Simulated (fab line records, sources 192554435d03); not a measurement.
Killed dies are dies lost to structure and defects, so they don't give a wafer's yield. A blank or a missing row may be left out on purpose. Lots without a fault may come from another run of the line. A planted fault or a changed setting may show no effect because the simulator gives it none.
Split-lot experiment | flow n5_finfet | 7 lots, 21 wafers read, on a route of 1938 steps

THE SPLIT
At N5_BEOL_M12_PEB_08 (peb time 90 s), the setting peb_time_s was moved away from the recipe's 90 s on 8 of the 21 wafers read, by -21.8% to +16.4%. The other wafers ran this setting at the recipe's value.

FROM THE SPLIT TO THE READING: what the file shows between them, 2 steps
- N5_BEOL_M12_DEVELOP_09: develop time 45 s
- N5_BEOL_M12_HARDBAKE_14: time 120 s

THE READING
cd_nm, in nm, at N5_BEOL_M12_CD_MEAS_10 (target cd 140 nm). Fault-free wafers of this fab line usually give 140.1 nm, standard deviation 1.3 nm.

wafer  | tool, chamber at the split | peb_time_s as run, s | against the recipe | cd_nm, nm | against lot-mates on the recipe
L078.2 | litho_track-02, 0          | 90                   | recipe             | 139.6     | -
L078.3 | litho_track-02, 0          | 90                   | recipe             | 140.8     | -
L078.4 | litho_track-02, 0          | 90                   | recipe             | 139.9     | -
L076.2 | litho_track-02, 0          | 104.8                | +16.4%             | 145.0     | +3.7
L076.4 | litho_track-02, 0          | 104.8                | +16.4%             | 143.1     | +1.8
L076.5 | litho_track-02, 0          | 90                   | recipe             | 141.3     | -
L079.4 | litho_track-04, 0          | 70.41                | -21.8%             | 133.4     | -9.0
L079.5 | litho_track-04, 0          | 90                   | recipe             | 142.4     | -
L079.6 | litho_track-04, 0          | 70.41                | -21.8%             | 134.0     | -8.4
L081.1 | litho_track-02, 0          | 75.16                | -16.5%             | 132.5     | no lot-mate on the recipe
L081.2 | litho_track-02, 0          | 75.16                | -16.5%             | 131.3     | no lot-mate on the recipe
L081.6 | litho_track-02, 0          | 75.16                | -16.5%             | 133.9     | no lot-mate on the recipe
L083.3 | litho_track-02, 0          | 96.04                | +6.7%              | 144.4     | +2.3
L083.4 | litho_track-02, 0          | 90                   | recipe             | 142.1     | -
L083.5 | litho_track-02, 0          | 90                   | recipe             | 142.0     | -
L084.2 | litho_track-04, 0          | 90                   | recipe             | 140.8     | -
L084.3 | litho_track-04, 0          | 90                   | recipe             | 141.9     | -
L084.6 | litho_track-04, 0          | 90                   | recipe             | 142.3     | -
L096.2 | litho_track-02, 0          | 90                   | recipe             | 139.0     | -
L096.4 | litho_track-02, 0          | 90                   | recipe             | 138.5     | -
L096.5 | litho_track-02, 0          | 90                   | recipe             | 138.7     | -

THE FIT
A straight line over all 21 wafers: cd_nm changes by +0.349 nm for each +1% of peb_time_s; r = +0.91; the points scatter about the line by 1.7 nm.
The same after taking each lot's own level away (the mean of its wafers on the recipe; 18 wafers): +0.315 nm for each +1%; r = +0.94; scatter 1.1 nm.
On that fit, the largest move of peb_time_s shifts the reading by 6.9 nm.
The lots' own levels span 138.73 to 142.40 nm, that is 2.8 times the standard deviation above.
So the lot-to-lot level changes the slope: the two fits differ.
Check: with one of the wafers moved furthest among these (-21.8%) left out of the fit, the line predicts -6.38 nm for it against its lot-mates. It came out at -9 nm against them.

OTHER SPLITS ON THESE WAFERS
These wafers also went through other splits before the reading. Each is held against what the fit with the lots' levels taken away leaves over:
other split on the same wafers | wafers away from the commonest value | r with cd_nm (lot level and that fit taken away)
N5_BEOL_M8_ETCH_66 source_w    | 2                                    | -0.10
N5_BEOL_M9_DESCUM_16 time_s    | 5                                    | -0.41
N5_BEOL_M10_ETCH_41 source_w   | 7                                    | +0.35
N5_BEOL_M11_EXPOSE_25 dose_mj  | 10                                   | +0.13
N5_BEOL_M11_ETCH_66 time_s     | 7                                    | +0.13

THE FILE'S OWN FIT
cd_nm changes by +0.318 nm for each +1% of peb_time_s, r = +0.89.
